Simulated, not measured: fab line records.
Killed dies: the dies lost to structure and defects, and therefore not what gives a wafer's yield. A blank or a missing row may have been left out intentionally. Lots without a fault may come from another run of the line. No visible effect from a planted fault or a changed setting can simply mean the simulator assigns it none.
fab line records -- flow nand_harc
record: lots: 12, wafers: 36, last_day: 24
route steps=1159 shown A_STAIRCASE@624
lots that met no fault: from a run of the same line without faults
start_h: start of the lot's first displayed wafer, in hours after the record's first day -- wait_h: hours from the lot's prior step to this one -- " same as the row above -- L1.1+2: one row covering several wafers at once -- - value missing, or start not given -- * or withheld: withheld -- < > ~ a bound
route shown NAME@n: a module of which the file shows steps, and the number in the route of the first -- usual: average and standard deviation across the fault-free wafers -- same: alike in all rows -- chamber/n: place in a boat -- sites: readings site by site -- _std_site: standard deviation across them -- _edge_site: the outer-site mean with the inner-site mean subtracted -- radius_mm: for every site, how far away it sits from the centre of the wafer -- mask NAME#n: copy n -- behind: tool/chamber where the wafer was last shaped -- hold: why the lot went on hold/how many hours it stayed there/how the hold came to an end -- device: transistor that didn't switch, given as n, p or np -- end of line: the tests these same wafers got at the end of their route -- a step without rows: its recipe alone -- killed: dies lost to structure and defects at the first sort, not the wafer's yield -- map: dies across one wafer; x = killed, . = not, _ = none there
set.NAME: the setting the step ran with; set.NAME@STEP: the setting that earlier step ran with -- model.NAME: the simulator's own value behind a step, which no gauge read
a sample of lots followed through the steps of the route, with each step as a table and each wafer as a row
services: a tool's chamber out of use, with start hour (start_h, from the record's first day; less than 0 if before it), hours out, and reason
== steps ==
step: NHARC_A_STAIRCASE_ETCH_230
recipe: target_depth_a: 1000, time_s: 40.5, ion_energy_ev: 400, c4f8_flow_sccm: 20, o2_flow_sccm: 10, ar_flow_sccm: withheld, rf_w: 600, bias_w: 1000, chemistry: C4F8/O2
usual: oes_product_au: 0.942/0.014, rf_vpp_V: 896/6.2
same: time_s: 40.5
lot.wafer,tool,chamber,start_h,wait_h,oes_product_au,rf_hours_counter_h,rf_vpp_V
L923.4,rie_diel-06,3,-,-,0.950,60,905
L923.2,rie_diel-06,1,-,-,0.940,62,888
L923.5,rie_diel-06,3,-,-,0.932,-,905
L924.3,rie_diel-06,3,-,-,0.954,2,905
L924.4,rie_diel-06,1,-,-,0.948,3,888
L924.6,rie_diel-06,3,-,-,0.934,-,905
L925.2,rie_diel-06,2,-,-,0.935,4,901
L925.4,rie_diel-06,3,-,-,0.950,4,905
L925.5,rie_diel-06,3,-,-,0.937,-,905
L928.1,rie_diel-08,0,-,-,0.928,47,901
L928.6,rie_diel-08,2,-,-,0.938,-,888
L928.5,rie_diel-08,3,-,-,0.939,-,888
L935.2,rie_diel-06,0,-,-,0.936,23,897
L935.4,rie_diel-06,2,-,-,0.946,24,902
L935.6,rie_diel-06,1,-,-,0.938,-,889
L934.4,rie_diel-06,3,-,-,0.973,22,904
L934.3,rie_diel-06,0,-,-,0.975,24,898
L934.5,rie_diel-06,2,-,-,0.962,-,901
L938.4,rie_diel-08,1,-,-,0.947,10,895
L938.2,rie_diel-08,2,-,-,0.952,10,888
L938.1,rie_diel-08,0,-,-,0.941,11,899
L939.1,rie_diel-12,3,-,-,0.942,45,896
L939.2,rie_diel-12,2,-,-,0.926,48,891
L939.6,rie_diel-12,0,-,-,0.945,-,901
L940.2,rie_diel-08,2,-,-,0.984,14,887
L940.1,rie_diel-08,3,-,-,0.985,14,888
L940.5,rie_diel-08,0,-,-,0.958,-,899
L941.3,rie_diel-08,1,-,-,0.941,16,894
L941.1,rie_diel-08,3,-,-,0.947,16,889
L941.5,rie_diel-08,1,-,-,0.931,-,896
L944.4,rie_diel-12,3,-,-,0.954,56,895
L944.1,rie_diel-12,2,-,-,0.948,59,890
L944.5,rie_diel-12,3,-,-,0.957,-,895
L946.4,rie_diel-08,2,-,-,0.943,23,887
L946.2,rie_diel-08,3,-,-,0.943,23,890
L946.1,rie_diel-08,0,-,-,0.933,23,899
step: NHARC_A_STAIRCASE_ETCH_234
recipe: target_depth_a: 1000, time_s: 40.5, ion_energy_ev: 400, c4f8_flow_sccm: 20, o2_flow_sccm: 10, ar_flow_sccm: withheld, rf_w: 600, bias_w: 1000, chemistry: C4F8/O2
usual: oes_product_au: 0.943/0.0087, rf_vpp_V: 896/6
same: time_s: 40.5
lot.wafer,tool,chamber,start_h,wait_h,oes_product_au,rf_hours_counter_h,rf_vpp_V
L923.2,rie_diel-06,0,-,-,0.940,61,898
L923.4,rie_diel-06,1,-,-,0.941,62,888
L923.5,rie_diel-06,0,-,-,0.951,-,899
L924.4,rie_diel-06,2,-,-,0.951,3,902
L924.3,rie_diel-06,3,-,-,0.946,3,905
L924.6,rie_diel-06,0,-,-,0.948,-,899
L925.4,rie_diel-06,2,-,-,0.943,5,902
L925.2,rie_diel-06,0,-,-,0.939,6,899
L925.5,rie_diel-06,1,-,-,0.934,-,887
L928.1,rie_diel-08,3,-,-,0.930,56,890
L928.5,rie_diel-08,2,-,-,0.951,-,887
L928.6,rie_diel-08,3,-,-,0.945,-,888
L935.2,rie_diel-06,3,-,-,0.918,22,906
L935.4,rie_diel-06,0,-,-,0.929,24,896
L935.6,rie_diel-06,2,-,-,0.932,-,902
L934.3,rie_diel-06,1,-,-,0.933,26,889
L934.4,rie_diel-06,3,-,-,0.947,23,904
L934.5,rie_diel-06,1,-,-,0.938,-,889
L938.2,rie_diel-08,1,-,-,0.950,10,896
L938.1,rie_diel-08,2,-,-,0.947,10,889
L938.4,rie_diel-08,3,-,-,0.945,11,888
L939.1,rie_diel-12,3,-,-,0.951,46,896
L939.2,rie_diel-12,2,-,-,0.940,49,891
L939.6,rie_diel-12,3,-,-,0.942,-,895
L940.1,rie_diel-08,1,-,-,0.933,14,895
L940.2,rie_diel-08,0,-,-,0.935,14,899
L940.5,rie_diel-08,1,-,-,0.937,-,897
L941.3,rie_diel-08,3,-,-,0.943,16,889
L941.1,rie_diel-08,1,-,-,0.940,16,895
L941.5,rie_diel-08,0,-,-,0.937,-,900
L944.1,rie_diel-12,1,-,-,0.962,59,894
L944.4,rie_diel-12,0,-,-,0.961,56,901
L944.5,rie_diel-12,1,-,-,0.949,-,894
L946.1,rie_diel-08,0,-,-,0.930,23,900
L946.2,rie_diel-08,2,-,-,0.949,23,887
L946.4,rie_diel-08,3,-,-,0.947,23,890
step: NHARC_A_STAIRCASE_TRIM_235
recipe: time_s: 211.2, o2_flow_sccm: 500, ar_flow_sccm: 0, bias_w: 0, chemistry: O2
usual: drypump_motor_current_A: 5.8/0.37, oes_product_au: 0.999/0.0083, rf_vpp_V: 57.8/0.96, run_length_s: 232.5/0.42, showerhead_plenum_p_Torr: 3.53/0.17, throttle_valve_pct: 17.037/0.0091
lot.wafer,tool,chamber,start_h,wait_h,drypump_motor_current_A,oes_product_au,rf_hours_counter_h,rf_vpp_V,run_length_s,showerhead_plenum_p_Torr,throttle_valve_pct
L923.2,rie_diel-06,2,240.48,-,5.8,1.010,61,58.5,233.0,3.71,17.026
L923.4,rie_diel-06,3,240.48,-,5.6,0.991,60,60.2,232.3,3.77,17.046
L923.5,rie_diel-06,1,240.48,-,6.4,0.987,-,58.2,232.5,3.32,17.058
L924.3,rie_diel-06,3,257.37,-,5.5,1.003,3,57.2,232.5,3.77,17.025
L924.4,rie_diel-06,1,257.37,-,6.4,0.994,4,57.1,232.4,3.31,17.028
L924.6,rie_diel-06,0,257.37,-,5.6,0.995,-,57.5,232.1,3.58,17.021
L925.2,rie_diel-06,3,263.69,-,5.5,0.987,5,57.8,232.4,3.77,17.030
L925.4,rie_diel-06,0,263.69,-,5.7,0.997,6,58.7,232.2,3.58,17.045
L925.5,rie_diel-06,0,263.69,-,5.6,0.994,-,56.6,232.3,3.58,17.027
L928.1,rie_diel-08,1,285.39,-,5.8,1.002,56,59.0,231.8,3.52,17.036
L928.5,rie_diel-08,2,285.39,-,5.7,1.011,-,56.5,232.3,3.31,17.034
L928.6,rie_diel-08,3,285.39,-,4.8,1.004,-,57.1,232.6,3.35,17.040
L935.4,rie_diel-06,3,319.51,-,5.5,0.992,22,59.9,166.9,3.76,17.030
L935.2,rie_diel-06,0,319.51,-,5.6,0.992,24,57.7,166.5,3.57,17.033
L935.6,rie_diel-06,1,319.51,-,6.3,0.992,-,56.9,166.8,3.30,17.036
L934.3,rie_diel-06,2,320.62,-,5.8,0.991,24,56.7,167.8,3.69,17.034
L934.4,rie_diel-06,3,320.62,-,5.5,0.995,23,58.3,166.9,3.76,17.045
L934.5,rie_diel-06,1,320.62,-,6.4,0.985,-,56.6,166.8,3.30,17.040
L938.1,rie_diel-08,1,342.46,-,5.8,1.001,10,58.5,232.4,3.51,17.011
L938.2,rie_diel-08,2,342.46,-,5.7,1.008,10,57.3,232.2,3.30,17.030
L938.4,rie_diel-08,0,342.46,-,6.0,1.001,11,57.1,232.2,3.64,17.050
L939.2,rie_diel-12,3,343.26,-,5.7,1.008,46,56.2,232.7,3.52,17.056
L939.1,rie_diel-12,0,343.26,-,6.1,0.999,46,57.7,231.9,3.69,17.028
L939.6,rie_diel-12,3,343.26,-,5.7,1.006,-,56.8,232.6,3.52,17.037
L940.2,rie_diel-08,0,350.52,-,6.0,0.994,14,58.1,232.6,3.64,17.037
L940.1,rie_diel-08,3,350.52,-,4.9,0.996,14,57.8,232.7,3.33,17.046
L940.5,rie_diel-08,0,350.52,-,6.0,0.999,-,59.2,232.1,3.64,17.041
L941.1,rie_diel-08,1,355.87,-,5.8,1.013,16,57.8,231.8,3.51,17.033
L941.3,rie_diel-08,0,355.87,-,6.0,1.008,16,58.3,232.7,3.64,17.038
L941.5,rie_diel-08,2,355.87,-,5.7,1.015,-,58.4,232.4,3.30,17.029
L944.4,rie_diel-12,1,367.28,-,6.0,1.004,59,58.2,233.4,3.47,17.045
L944.1,rie_diel-12,2,367.28,-,5.2,0.990,59,58.0,231.8,3.36,17.032
L944.5,rie_diel-12,2,367.28,-,5.2,0.995,-,57.1,232.1,3.36,17.032
L946.2,rie_diel-08,1,375.98,-,5.8,0.999,23,57.7,231.9,3.50,17.008
L946.1,rie_diel-08,2,375.98,-,5.7,1.010,23,56.6,232.4,3.30,17.030
L946.4,rie_diel-08,0,375.98,-,6.0,1.001,23,57.9,232.4,3.63,17.022
step: NHARC_A_STAIRCASE_ETCH_236
recipe: target_depth_a: 1000, time_s: 40.5, ion_energy_ev: 400, c4f8_flow_sccm: 20, o2_flow_sccm: 10, ar_flow_sccm: withheld, rf_w: 600, bias_w: 1000, chemistry: C4F8/O2
usual: oes_product_au: 0.943/0.009, rf_vpp_V: 896/6.1
same: time_s: 40.5
lot.wafer,tool,chamber,start_h,wait_h,oes_product_au,rf_hours_counter_h,rf_vpp_V
L923.2,rie_diel-06,0,-,-,0.942,61,898
L923.4,rie_diel-06,2,-,-,0.944,61,902
L923.5,rie_diel-06,3,-,-,0.937,-,904
L924.4,rie_diel-06,3,-,-,0.934,3,904
L924.3,rie_diel-06,0,-,-,0.947,4,899
L924.6,rie_diel-06,1,-,-,0.945,-,889
L925.4,rie_diel-06,3,-,-,0.928,5,904
L925.2,rie_diel-06,0,-,-,0.929,6,897
L925.5,rie_diel-06,3,-,-,0.934,-,902
L928.1,rie_diel-08,1,-,-,0.944,56,895
L928.6,rie_diel-08,0,-,-,0.950,-,901
L928.5,rie_diel-08,1,-,-,0.941,-,897
L935.4,rie_diel-06,3,-,-,0.941,22,906
L935.2,rie_diel-06,0,-,-,0.954,24,898
L935.6,rie_diel-06,3,-,-,0.936,-,905
L934.4,rie_diel-06,1,-,-,0.950,26,888
L934.3,rie_diel-06,3,-,-,0.951,23,903
L934.5,rie_diel-06,1,-,-,0.952,-,886
L938.2,rie_diel-08,1,-,-,0.952,10,895
L938.1,rie_diel-08,3,-,-,0.950,11,889
L938.4,rie_diel-08,0,-,-,0.938,11,900
L939.2,rie_diel-12,2,-,-,0.926,49,890
L939.1,rie_diel-12,1,-,-,0.946,49,894
L939.6,rie_diel-12,2,-,-,0.926,-,889
L940.2,rie_diel-08,0,-,-,0.922,15,900
L940.1,rie_diel-08,1,-,-,0.940,15,895
L940.5,rie_diel-08,0,-,-,0.923,-,898
L941.1,rie_diel-08,0,-,-,0.949,16,900
L941.3,rie_diel-08,2,-,-,0.939,16,889
L941.5,rie_diel-08,3,-,-,0.950,-,890
L944.4,rie_diel-12,1,-,-,0.946,59,895
L944.1,rie_diel-12,2,-,-,0.943,59,889
L944.5,rie_diel-12,0,-,-,0.950,-,902
L946.2,rie_diel-08,2,-,-,0.953,23,888
L946.4,rie_diel-08,3,-,-,0.951,23,888
L946.1,rie_diel-08,1,-,-,0.952,23,895
== services ==
tool,chamber,start_h,hours,kind
rie_diel-06,0,220.41,-,clean
rie_diel-06,1,220.41,-,clean
rie_diel-06,2,220.41,-,clean
rie_diel-06,3,220.41,-,clean
rie_diel-08,0,233.06,-,clean
rie_diel-08,1,233.06,-,clean
rie_diel-08,2,233.06,-,clean
rie_diel-08,3,233.06,-,clean
rie_diel-08,0,239.25,15.5,repair
rie_diel-06,-,241.34,9.0,pm
rie_diel-06,0,241.34,9.0,vent_cycle
rie_diel-06,1,241.34,9.0,vent_cycle
rie_diel-06,2,241.34,9.0,vent_cycle
rie_diel-06,3,241.34,9.0,vent_cycle
rie_diel-06,0,250.34,-,clean
rie_diel-06,1,250.34,-,clean
rie_diel-06,2,250.34,-,clean
rie_diel-06,3,250.34,-,clean
rie_diel-08,0,257.56,-,clean
rie_diel-08,1,257.56,-,clean
rie_diel-08,2,257.56,-,clean
rie_diel-06,-,288.22,5.2,repair
rie_diel-12,-,290.39,0.5,repair
rie_diel-08,-,301.82,9.0,pm
== key ==
first_sign: step: NHARC_A_STAIRCASE_TRIM_235, reading: run_length_s, direction: down, sigmas: 99+, usual: *, struck: *
effect none on later readings
met_at NHARC_A_STAIRCASE_TRIM_235
struck_lots L934,L935
sort_left_out L934.3,L934.4,L934.5,L935.2,L935.4,L935.6
tester_left_out L934,L935
not_acting_at NHARC_A_STAIRCASE_ETCH_230,NHARC_A_STAIRCASE_ETCH_234,NHARC_A_STAIRCASE_ETCH_236
onset_between 263.69 319.51
fault: kind: process_parameter_drift, tool: rie_diel-06, chamber: -, onset_h: 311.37, steps: NHARC_A_STAIRCASE_TRIM_235, channel: time_s, offset: *, shape: step, end_h: 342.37, acts_in: *, stated: *
tester_left_out: of these lots the tester's yield and bins aren't shown, on N5 and GAA mostly nor the transistor test; their killed dies are dies lost to structure and defects alone, not to doping, threshold or leakage, so they don't give the yield
sort_left_out: the simulated sort isn't trusted on such a fault, so these wafers' sort isn't shown, and their yield isn't known
